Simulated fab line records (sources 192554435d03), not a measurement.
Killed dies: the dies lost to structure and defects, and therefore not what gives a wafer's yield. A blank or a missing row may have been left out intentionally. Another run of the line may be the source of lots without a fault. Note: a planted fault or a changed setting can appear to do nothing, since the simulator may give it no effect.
fab line records | flow n5_finfet
[record] lots = 7 wafers = 21
route steps=1938 shown BEOL_M5@1130 BEOL_M6@1194 BEOL_M7@1290
start_h: the number of hours between the record's first day and the start of the first shown wafer of the lot | wait_h: hours since the lot's step before | " as in the row above | L1.1+2: a single row standing in for several wafers | - either no value or no given start | * or withheld: withheld | < > ~ a bound
route shown NAME@n: NAME is a module with steps in the file, n the number in the route of the first one | usual: average and standard deviation across the fault-free wafers | same: alike in all rows | chamber/n: place in a boat | sites: readings site by site | _std_site: how widely they spread, as a standard deviation | _edge_site: outer sites' mean less inner sites' | radius_mm: for every site, how far away it sits from the centre of the wafer | mask NAME#n: copy n | behind: the tool/chamber that last shaped the wafer | hold: reason for holding the lot/hours on hold/outcome of the hold | device: the transistor (n, p or np) that didn't switch | end of line: tests run on the same wafers once the route is complete | step lacking rows: just its recipe | killed: at the first sort, the dies lost to defects and structure; wafer yield is something else | map: per-die view of a wafer (x killed, . not killed, _ where there is no die)
set.NAME: setting as actually run; set.NAME@STEP: the setting as run at that earlier step | model.NAME: the simulator's own value behind a step, which no gauge read
lots where settings were altered on purpose, with a table for each step and a row for each wafer
[[steps]]
[step N5_BEOL_M5_ETCH_72]
[recipe] chemistry = N2/H2 target = underlayer target_depth_a = 65 mask_material = CAR-EUV time_s = 5.2 ion_energy_ev = 200 pressure_mtorr = 30 source_w = 840 bias_w = 150 n2_flow_sccm = 200 h2_flow_sccm = 200 ends = cleared
[usual] rf_vpp_V = 523.6/2.8
// columns lot.wafer tool chamber start_h wait_h set.bias_w rf_vpp_V
L077.1 rie_diel-03 3 188.27 0.0 171.5 569.9
L077.2 " 0 " " 150 525.0
L077.3 " 2 " " 171.5 572.9
L078.3 rie_diel-03 0 190.90 0.0 150 526.6
L078.4 " 2 " " 150 523.2
L078.5 " 3 " " 150 522.5
L079.2 rie_diel-02 1 195.21 0.0 164.7 554.2
L079.4 " 3 " " 150 527.5
L079.5 " 1 " " 164.7 553.7
L080.3 rie_diel-01 2 205.11 0.0 150 522.3
L080.4 " 0 " " 163.6 554.1
L080.5 " 3 " " 150 529.5
L091.4 rie_diel-02 0 281.46 0.0 132.6 485.3
L091.5 " 1 " " 132.6 481.1
L091.6 " 2 " " 150 519.0
L094.2 rie_diel-01 0 299.49 0.0 150 524.7
L094.3 " 3 " " 150 525.3
L094.4 " 2 " " 150 521.0
L095.2 rie_diel-03 0 309.67 0.0 139.6 501.3
L095.3 " 1 " " 139.6 497.5
L095.5 " 1 " " 150 521.3
[step N5_BEOL_M5_COAT_74]
[recipe] resist = underlayer temp_c = 205 time_s = 60 spin_rpm = 1500 resist_thk_nm = 5
// columns lot.wafer tool chamber start_h wait_h set.spin_rpm
L077.1+2+3 litho_track-01 0 - - 1355
L078.3+4+5 litho_track-05 0 - - 1500
L079.2+4+5 litho_track-05 0 - - 1500
L080.3+4+5 litho_track-02 0 - - 1500
L091.4+5 litho_track-01 0 - - 1500
L091.6 " 0 " " 1410
L094.2+3+4 litho_track-05 0 - - 1500
L095.2 litho_track-02 0 - - 1500
L095.3+5 " 0 " " 1604
[step N5_BEOL_M5_COAT_22]
[recipe] resist = CAR-EUV spin_rpm = 1500 resist_thk_nm = 30
[step N5_BEOL_M5_EBR_24]
[recipe] solvent = PGMEA ebr_width_mm = 1.5
[step N5_BEOL_M5_DESCUM_33]
[recipe] chemistry = O2 time_s = 7 source_power_w = 50 bias_power_w = 20 pressure_mtorr = 20 rf_frequency_hz = 2.712e+07 temp_c = 40 resist = CAR-EUV o2_flow_sccm = 225
[step N5_BEOL_M5_ETCH_75]
[recipe] chemistry = N2/H2 target = underlayer target_depth_a = 65 mask_material = CAR-EUV time_s = 5.2 ion_energy_ev = 200 pressure_mtorr = 30 source_w = 840 bias_w = 150 n2_flow_sccm = 200 h2_flow_sccm = 200 ends = cleared
// columns lot.wafer tool chamber start_h wait_h set.spin_rpm@BEOL_M5_COAT_74 model.etch.depth_nm
L077.1+2 rie_diel-01 1,0 190.19 0.0 1355 5.27
L077.3 " 2 " " 1355 5.266
L078.3 rie_diel-02 3 191.97 0.0 1500 4.991
L078.4 " 1 " " 1500 4.982
L078.5 " 1 " " 1500 4.992
L079.2 rie_diel-01 0 196.26 0.0 1500 4.991
L079.4 " 2 " " 1500 4.985
L079.5 " 3 " " 1500 4.983
L080.3 rie_diel-03 1 206.22 0.0 1500 4.986
L080.4 " 3 " " 1500 4.985
L080.5 " 1 " " 1500 4.999
L091.4 rie_diel-03 3 283.17 0.0 1500 4.99
L091.5 " 1 " " 1500 4.993
L091.6 " 2 " " 1410 5.153
L094.2 rie_diel-01 3 301.73 0.0 1500 5.016
L094.3 " 1 " " 1500 5.004
L094.4 " 0 " " 1500 5.007
L095.2 rie_diel-01 1 311.72 0.0 1500 4.996
L095.3 " 0 " " 1604 4.809
L095.5 " 3 " " 1604 4.826
[step N5_BEOL_M6_ILD_DEP_00]
[recipe] material = SiCOH_lowk target_thk_a = 1797.5 temp_c = 300 precursor = DEMS/porogen pressure_torr = 5 rf_w = 500 time_s = 33.4
// columns lot.wafer tool chamber start_h wait_h set.time_s model.SiCOH_lowk_of_BEOL_M6_ILD_DEP_00.thk_nm
L077.1 pecvd-04 1 197.42 0.0 36.02 191.2
L077.2 " 2 " " 36.02 193.2
L077.3 " 0 " " 33.4 178.6
L078.3 pecvd-01 0 199.44 0.1 33.4 179.4
L078.4 " 1 " " 36.17 196.8
L078.5 " 0 " " 36.17 197.4
L079.2 pecvd-01 1 204.96 0.0 33.4 178
L079.4 " 0 " " 29.26 162.6
L079.5 " 1 " " 33.4 183.8
L080.3 pecvd-04 1 214.40 0.0 28.46 150.2
L080.4 " 1 " " 28.46 153.2
L080.5 " 0 " " 28.46 152.6
L091.4 pecvd-02 1 290.34 0.1 33.4 177.4
L091.5 " 0 " " 35.38 193.6
L091.6 " 2 " " 33.4 183.6
L094.2 pecvd-02 0 310.19 0.0 33.4 181.2
L094.3 " 1 " " 33.4 179.8
L094.4 " 2 " " 33.4 185.4
L095.2 pecvd-04 0 319.36 0.0 34.94 185.2
L095.3 " 1 " " 34.94 187.2
L095.5 " 1 " " 33.4 183.4
[step N5_BEOL_M6_CURE_74]
[recipe] temp_c = 385 time_s = 240 ambient = He/Ar material = SiCOH_lowk
// columns lot.wafer tool chamber start_h wait_h set.time_s@BEOL_M6_ILD_DEP_00 model.SiCOH_lowk_of_BEOL_M6_ILD_DEP_00.thk_nm
L077.1 uv_cure-03 2 197.48 0.0 36.02 165
L077.2 " 2 " " 36.02 166.8
L077.3 " 2 " " 33.4 154
L078.3 uv_cure-01 1 199.66 0.2 33.4 154.8
L078.4 " 1 " " 36.17 170
L078.5 " 1 " " 36.17 170.4
L079.2 uv_cure-01 1 205.13 0.1 33.4 153.6
L079.4 " 1 " " 29.26 140
L079.5 " 1 " " 33.4 158.6
L080.3 uv_cure-01 2 214.62 0.2 28.46 129.4
L080.4 " 2 " " 28.46 132
L080.5 " 2 " " 28.46 131.4
L091.4 uv_cure-03 2 290.63 0.3 33.4 153
L091.5 " 2 " " 35.38 167.2
L091.6 " 2 " " 33.4 158.4
L094.2 uv_cure-03 2 310.42 0.2 33.4 156.4
L094.3 " 2 " " 33.4 155
L094.4 " 2 " " 33.4 160
L095.2 uv_cure-02 1 319.50 0.1 34.94 159.8
L095.3 " 1 " " 34.94 161.6
L095.5 " 1 " " 33.4 158.2
[step N5_BEOL_M6_THK_MEAS_01]
[recipe] reads = SiCOH_lowk_of_BEOL_M6_ILD_DEP_00
[usual] M6_ILD_THK = 155.4/2.1
// columns lot.wafer tool chamber start_h wait_h set.time_s@BEOL_M6_ILD_DEP_00 M6_ILD_THK[nm]
L077.1 film_metro-01 - 198.00 0.4 36.02 165.0
L077.2 " - " " 36.02 166.7
L077.3 " - " " 33.4 154.0
L078.3 film_metro-02 - 200.01 0.3 33.4 154.8
L078.4 " - " " 36.17 170.0
L078.5 " - " " 36.17 170.4
L079.2 film_metro-02 - 205.56 0.4 33.4 153.7
L079.4 " - " " 29.26 140.2
L079.5 " - " " 33.4 158.7
L080.3 film_metro-02 - 214.98 0.3 28.46 129.4
L080.4 " - " " 28.46 131.9
L080.5 " - " " 28.46 131.3
L091.4 film_metro-01 - 290.90 0.2 33.4 153.1
L091.5 " - " " 35.38 167.1
L091.6 " - " " 33.4 158.3
L094.2 film_metro-01 - 311.25 0.7 33.4 156.2
L094.3 " - " " 33.4 155.1
L094.4 " - " " 33.4 160.2
L095.2 film_metro-02 - 319.93 0.4 34.94 159.8
L095.3 " - " " 34.94 161.5
L095.5 " - " " 33.4 158.0
[step N5_BEOL_M6_COAT_60]
[recipe] resist = SiARC temp_c = 220 time_s = 60 spin_rpm = 1500 resist_thk_nm = 35
// columns lot.wafer tool chamber start_h wait_h set.spin_rpm model.SiARC_of_BEOL_M6_COAT_60.thk_nm
L077.1 litho_track-05 0 - - 1500 35
L077.2+3 " 0 " " 1365 36.8
L078.3+4 litho_track-04 0 - - 1453 35.8
L078.5 " 0 " " 1500 35.2
L079.2 litho_track-03 0 - - 1552 34.4
L079.4 " 0 " " 1500 35.2
L079.5 " 0 " " 1500 35
L080.3+5 litho_track-05 0 - - 1391 36.4
L080.4 " 0 " " 1500 35
L091.4+6 litho_track-04 0 - - 1500 34.8
L091.5 " 0 " " 1359 36.8
L094.2+3+4 litho_track-03 0 - - 1500 35
L095.2 litho_track-03 0 - - 1500 35.2
L095.3 " 0 " " 1603 33.8
L095.5 " 0 " " 1603 34
[step N5_BEOL_M6_COAT_05]
[recipe] resist = CAR-ArF spin_rpm = 1500 resist_thk_nm = 90
[step N5_BEOL_M6_EBR_07]
[recipe] solvent = PGMEA ebr_width_mm = 1.5
[step N5_BEOL_M6_DESCUM_16]
[recipe] chemistry = O2 time_s = 7.9 source_power_w = 50 bias_power_w = 20 pressure_mtorr = 20 rf_frequency_hz = 2.712e+07 temp_c = 40 resist = CAR-ArF o2_flow_sccm = 225
[step N5_BEOL_M6_ETCH_61]
[recipe] chemistry = CF4 target = SiARC target_depth_a = 455 mask_material = CAR-ArF time_s = 75.8 ion_energy_ev = 80 pressure_mtorr = 40 source_w = 545 bias_w = 36 Ar_flow_sccm = 100 cf4_flow_sccm = 100 ends = cleared
// columns lot.wafer tool chamber start_h wait_h set.spin_rpm@BEOL_M6_COAT_60 model.etch.depth_nm model.CAR-ArF_of_BEOL_M6_COAT_05.thk_nm
L077.1 rie_diel-05 1 199.62 0.0 1500 35.01 51.2
L077.2 " 3 " " 1365 36.78 49.6
L077.3 " 2 " " 1365 36.76 49.8
L078.3 rie_diel-05 2 200.86 0.0 1453 35.73 49.8
L078.4 " 3 " " 1453 35.72 50
L078.5 " 1 " " 1500 35.14 50.2
L079.2 rie_diel-05 3 206.51 0.0 1552 34.43 51.4
L079.4 " 1 " " 1500 35.14 51
L079.5 " 3 " " 1500 34.97 51
L080.3 rie_diel-05 3 215.81 0.0 1391 36.3 50
L080.4 " 1 " " 1500 35.06 51
L080.5 " 2 " " 1391 36.34 49.8
L091.4 rie_diel-04 3 292.73 0.0 1500 34.87 51.6
L091.5 " 2 " " 1359 36.73 49.8
L091.6 " 3 " " 1500 34.82 51.6
L094.2 rie_diel-04 3 313.40 0.0 1500 34.98 50.6
L094.3 " 0 " " 1500 35.08 50.8
L094.4 " 1 " " 1500 35.02 51
L095.2 rie_diel-04 1 321.86 0.0 1500 35.14 50.8
L095.3 " 0 " " 1603 33.89 52
L095.5 " 3 " " 1603 33.95 52
[step N5_BEOL_M6_ETCH_62]
[recipe] chemistry = N2/H2 target = SOC target_depth_a = 1100 overetch_a = 220 mask_material = SiARC temp_c = 40 time_s = 165 ion_energy_ev = 200 pressure_mtorr = 30 source_w = 840 bias_w = 150 n2_flow_sccm = 200 h2_flow_sccm = 200
// columns lot.wafer tool chamber start_h wait_h set.spin_rpm@BEOL_M6_COAT_60 model.SiARC_of_BEOL_M6_COAT_60.thk_nm
L077.1 rie_diel-05 1 199.68 0.0 1500 28.2
L077.2+3 " 3,2 " " 1365 30.4
L078.3+4 rie_diel-05 2,3 200.92 0.0 1453 29.4
L078.5 " 1 " " 1500 28.4
L079.2 rie_diel-05 3 206.59 0.1 1552 28.2
L079.4 " 1 " " 1500 28.4
L079.5 " 3 " " 1500 28.6
L080.3+5 rie_diel-05 3,2 215.86 0.0 1391 30
L080.4 " 1 " " 1500 28.2
L091.4 rie_diel-04 3 292.79 0.0 1500 28.2
L091.5 " 2 " " 1359 30.4
L091.6 " 3 " " 1500 28
L094.2 rie_diel-04 3 313.46 0.0 1500 28.2
L094.3 " 0 " " 1500 28.6
L094.4 " 1 " " 1500 28.8
L095.2 rie_diel-04 1 321.91 0.0 1500 28.6
L095.3 " 0 " " 1603 27.2
L095.5 " 3 " " 1603 27
[step N5_BEOL_M6_TRENCH_ETCH_37]
[recipe] chemistry = C4F6/O2 target_depth_a = 944.35 target = SiCOH_lowk time_s = 31.5 ion_energy_ev = 250 pressure_mtorr = 30 source_w = 345 bias_w = 185 Ar_flow_sccm = 300 C4F6_flow_sccm = 10 O2_flow_sccm = 10
// columns lot.wafer tool chamber start_h wait_h set.time_s model.BEOL_M6.feature_depth_nm model.etch.depth_nm
L077.1 rie_diel-06 2 - - 31.5 92.6 92.56
L077.2 " 1 " " 31.5 95.8 95.81
L077.3 " 3 " " 31.5 98 98.09
L078.3 rie_diel-06 1 - - 31.5 95.8 95.86
L078.4 " 2 " " 34.47 100.8 100.9
L078.5 " 3 " " 31.5 97.6 97.57
L079.2 rie_diel-04 1 - - 35.35 101.4 101.4
L079.4 " 2 " " 31.5 92 91.95
L079.5 " 1 " " 31.5 90.8 90.87
L080.3 rie_diel-06 2 - - 36.44 107.2 107.1
L080.4 " 1 " " 36.44 111.4 111.3
L080.5 " 2 " " 31.5 92.8 92.74
L091.4 rie_diel-06 0 - - 31.5 93.4 93.38
L091.5 " 0 " " 34.12 101.6 101.6
L091.6 " 3 " " 34.12 104 103.9
L094.2 rie_diel-04 0 - - 31.5 92.4 92.39
L094.3 " 3 " " 31.5 95 95.06
L094.4 " 3 " " 31.5 94.4 94.39
L095.2 rie_diel-05 3 - - 31.5 93 92.9
L095.3 " 2 " " 31.5 92.6 92.63
L095.5 " 1 " " 31.5 93.8 93.77
[step N5_BEOL_M6_ETCH_41]
[recipe] chemistry = CH3F/O2 target = SiCN target_depth_a = 297 taper_deg = 2 time_s = 52 ion_energy_ev = 120 mask_material = TiN pressure_mtorr = 30 source_w = 395 bias_w = 75 Ar_flow_sccm = 150 CH3F_flow_sccm = 30 O2_flow_sccm = 20
[step N5_BEOL_M6_STRIP_80]
[recipe] chemistry = N2/H2 time_s = 10 power_w = 450 temp_c = 40 pressure_mtorr = 20 rf_frequency_hz = 6e+07 bias_power_w = 7 n2_flow_sccm = 200 h2_flow_sccm = 200
[step N5_BEOL_M6_OCD_MEAS_38]
[usual] trench_depth_nm = 94.0/2.4
// columns lot.wafer tool chamber start_h wait_h set.time_s@BEOL_M6_TRENCH_ETCH_37 trench_depth_nm
L077.1 ocd-01 - 204.43 - 31.5 93.0
L077.2 " - " " 31.5 95.7
L077.3 " - " " 31.5 98.0
L078.3 ocd-02 - 204.83 - 31.5 95.8
L078.4 " - " " 34.47 101.2
L078.5 " - " " 31.5 97.1
L079.2 ocd-02 - 208.34 - 35.35 101.4
L079.4 " - " " 31.5 92.0
L079.5 " - " " 31.5 91.0
L080.3 ocd-02 - 217.42 - 36.44 106.8
L080.4 " - " " 36.44 111.5
L080.5 " - " " 31.5 92.9
L091.4 ocd-02 - 294.92 - 31.5 92.9
L091.5 " - " " 34.12 101.7
L091.6 " - " " 34.12 103.8
L094.2 ocd-01 - 315.05 - 31.5 92.6
L094.3 " - " " 31.5 94.6
L094.4 " - " " 31.5 94.7
L095.2 ocd-02 - 328.89 - 31.5 93.3
L095.3 " - " " 31.5 93.0
L095.5 " - " " 31.5 94.4
[step N5_BEOL_M6_HM_STRIP_39]
[recipe] chemistry = peroxide_tin_strip material = TiN target_depth_a = 250 temp_c = 50 time_s = 158
[step N5_BEOL_M6_SRD_40]
[recipe] time_s = 30 temp_c = 23 rinse_liquid = diw dry = ipa_marangoni
[step N5_BEOL_M6_ECD_50]
[recipe] material = Cu target_thk_a = 3000
[step N5_BEOL_M6_ANNEAL_51]
[recipe] temp_c = 225 time_s = 90 ambient = N2
[step N5_BEOL_M6_CMP_52]
[recipe] stop_on = SiCOH_lowk t_overpolish_s = 6.9 down_force_psi = 1 platen_rpm = 50 clearing_platen_down_force_psi = 1.5 clearing_platen_rpm = 50 post_cmp_clean = cu_alkaline target_thk_nm = 80 clearing_platen_pad_velocity_m_s = 0.99484 pad_velocity_m_s = 0.99484
// columns lot.wafer tool chamber start_h wait_h set.time_s@BEOL_M6_TRENCH_ETCH_37 model.Cu_of_BEOL_M6_ECD_50.thk_nm
L077.2 cmp-03 2 206.79 0.2 31.5 80.4
L077.3 " 3 " " 31.5 82.4
L077.1 " 1 " " 31.5 78.8
L078.4 cmp-04 2 207.11 0.2 34.47 88.4
L078.3 " 0 " " 31.5 81.4
L078.5 " 1 " " 31.5 84.8
L079.2 cmp-01 3 210.18 0.2 35.35 88
L079.4 " 0 " " 31.5 80
L079.5 " 0 " " 31.5 77
L080.3 cmp-03 3 220.63 0.2 36.44 91
L080.4 " 1 " " 36.44 97
L080.5 " 3 " " 31.5 77
L091.4 cmp-03 0 299.26 0.2 31.5 81.2
L091.5 " 2 " " 34.12 86.4
L091.6 " 3 " " 34.12 88.8
L094.3 cmp-04 2 318.82 0.2 31.5 82.8
L094.4 " 0 " " 31.5 80.4
L094.2 " 1 " " 31.5 78
L095.2 cmp-03 1 331.19 0.2 31.5 78.6
L095.3+5 " 2 " " 31.5 77
[step N5_BEOL_M6_THK_MEAS_53]
[recipe] thk_meas_gauge = xrf reads = Cu_of_BEOL_M6_ECD_50
[usual] M6_THK = 81.3/2.9
// columns lot.wafer tool chamber start_h wait_h set.time_s@BEOL_M6_TRENCH_ETCH_37 M6_THK[nm]
L077.1 film_metro-01 - 207.09 - 31.5 79.9
L077.2 " - " " 31.5 81.6
L077.3 " - " " 31.5 83.5
L078.3 film_metro-01 - 207.37 - 31.5 82.3
L078.4 " - " " 34.47 89.6
L078.5 " - " " 31.5 85.7
L079.2 film_metro-02 - 210.47 - 35.35 88.5
L079.4 " - " " 31.5 81.1
L079.5 " - " " 31.5 78.0
L080.3 film_metro-01 - 220.93 - 36.44 92.4
L080.4 " - " " 36.44 98.6
L080.5 " - " " 31.5 78.2
L091.4 film_metro-01 - 299.48 - 31.5 82.8
L091.5 " - " " 34.12 87.7
L091.6 " - " " 34.12 90.3
L094.2 film_metro-02 - 319.11 - 31.5 79.0
L094.3 " - " " 31.5 84.1
L094.4 " - " " 31.5 81.6
L095.2 film_metro-01 - 331.48 - 31.5 79.4
L095.3 " - " " 31.5 77.7
L095.5 " - " " 31.5 77.7
[step N5_BEOL_M6_PRE_CLEAN_55]
[recipe] gas = NH3 time_s = 15 temp_c = withheld rf_power_w = 300
[step N5_BEOL_M6_DEP_56]
[recipe] material = SiCN target_thk_a = 100 temp_c = withheld precursor = 3MS/NH3 pressure_torr = 3 rf_w = 202 time_s = 17.5
[step N5_BEOL_M6_RS_MEAS_57]
[recipe] thk_meas_gauge = four-point-probe reads = Cu_of_BEOL_M6_ECD_50+Co_of_BEOL_M6_CVD_78+TaN_of_BEOL_M6_ALD_77
[usual] M6_RS = 0.285/0.011
// columns lot.wafer tool chamber start_h wait_h set.time_s@BEOL_M6_TRENCH_ETCH_37 M6_RS[ohm/sq]
L077.1 film_metro-01 - 207.25 0.1 31.5 0.290
L077.2 " - " " 31.5 0.285
L077.3 " - " " 31.5 0.277
L078.3 film_metro-01 - 207.53 0.1 31.5 0.280
L078.4 " - " " 34.47 0.254
L078.5 " - " " 31.5 0.267
L079.2 film_metro-02 - 210.63 0.1 35.35 0.255
L079.4 " - " " 31.5 0.287
L079.5 " - " " 31.5 0.299
L080.3 film_metro-01 - 221.09 0.1 36.44 0.247
L080.4 " - " " 36.44 0.229
L080.5 " - " " 31.5 0.299
L091.4 film_metro-01 - 299.61 0.0 31.5 0.282
L091.5 " - " " 34.12 0.262
L091.6 " - " " 34.12 0.254
L094.2 film_metro-02 - 319.24 0.1 31.5 0.295
L094.3 " - " " 31.5 0.275
L094.4 " - " " 31.5 0.284
L095.2 film_metro-01 - 331.61 0.1 31.5 0.292
L095.3 " - " " 31.5 0.299
L095.5 " - " " 31.5 0.300
[step N5_BEOL_M7_COAT_22]
[recipe] resist = CAR-EUV spin_rpm = 1500 resist_thk_nm = 30
// columns lot.wafer tool chamber start_h wait_h set.spin_rpm model.CAR-EUV_of_BEOL_M7_COAT_22.thk_nm
L077.1 litho_track-01 0 - - 1500 30
L077.2 " 0 " " 1558 29.6
L077.3 " 0 " " 1558 29.4
L078.3+4+5 litho_track-01 0 - - 1500 30
L079.2 litho_track-02 0 - - 1645 28.6
L079.4+5 " 0 " " 1500 30
L080.3+5 litho_track-02 0 - - 1500 30
L080.4 " 0 " " 1421 30.8
L091.4+5 litho_track-02 0 - - 1500 30
L091.6 " 0 " " 1595 29
L094.2+4 litho_track-04 0 - - 1500 29.8
L094.3 " 0 " " 1500 30
L095.2 litho_track-02 0 - - 1500 30.2
L095.3+5 " 0 " " 1500 30
[[key]]
[split] step = N5_BEOL_M5_ETCH_72 setting = bias_w stated = 150 by = wafer
[response] step = N5_BEOL_M5_ETCH_72 reading = rf_vpp_V change = +3.09 per = 1% r = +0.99
[split] step = N5_BEOL_M5_COAT_74 setting = spin_rpm stated = 1500 by = wafer
[response] step = N5_BEOL_M5_ETCH_75 reading = model.etch.depth_nm change = -0.0262 per = 1% r = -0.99
[split] step = N5_BEOL_M6_ILD_DEP_00 setting = time_s stated = 33.4 by = wafer
[response] step = N5_BEOL_M6_ILD_DEP_00 reading = model.SiCOH_lowk_of_BEOL_M6_ILD_DEP_00.thk_nm change = +1.68 per = 1% r = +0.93
[response] step = N5_BEOL_M6_CURE_74 reading = model.SiCOH_lowk_of_BEOL_M6_ILD_DEP_00.thk_nm change = +1.47 per = 1% r = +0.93
[response] step = N5_BEOL_M6_THK_MEAS_01 reading = M6_ILD_THK change = +1.46 per = 1% r = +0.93
[split] step = N5_BEOL_M6_COAT_60 setting = spin_rpm stated = 1500 by = wafer
[response] step = N5_BEOL_M6_COAT_60 reading = model.SiARC_of_BEOL_M6_COAT_60.thk_nm change = -0.201 per = 1% r = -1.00
[response] step = N5_BEOL_M6_ETCH_61 reading = model.etch.depth_nm change = -0.189 per = 1% r = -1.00
[response] step = N5_BEOL_M6_ETCH_61 reading = model.CAR-ArF_of_BEOL_M6_COAT_05.thk_nm change = +0.168 per = 1% r = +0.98
[response] step = N5_BEOL_M6_ETCH_62 reading = model.SiARC_of_BEOL_M6_COAT_60.thk_nm change = -0.237 per = 1% r = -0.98
[split] step = N5_BEOL_M6_TRENCH_ETCH_37 setting = time_s stated = 31.5 by = wafer
[response] step = N5_BEOL_M6_TRENCH_ETCH_37 reading = model.BEOL_M6.feature_depth_nm change = +0.9 per = 1% r = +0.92
[response] step = N5_BEOL_M6_TRENCH_ETCH_37 reading = model.etch.depth_nm change = +0.899 per = 1% r = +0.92
[response] step = N5_BEOL_M6_OCD_MEAS_38 reading = trench_depth_nm change = +0.909 per = 1% r = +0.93
[response] step = N5_BEOL_M6_CMP_52 reading = model.Cu_of_BEOL_M6_ECD_50.thk_nm change = +0.878 per = 1% r = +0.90
[response] step = N5_BEOL_M6_THK_MEAS_53 reading = M6_THK change = +0.877 per = 1% r = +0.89
[response] step = N5_BEOL_M6_RS_MEAS_57 reading = M6_RS change = -0.00324 per = 1% r = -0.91
[split] step = N5_BEOL_M7_COAT_22 setting = spin_rpm stated = 1500 by = wafer
[response] step = N5_BEOL_M7_COAT_22 reading = model.CAR-EUV_of_BEOL_M7_COAT_22.thk_nm change = -0.148 per = 1% r = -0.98
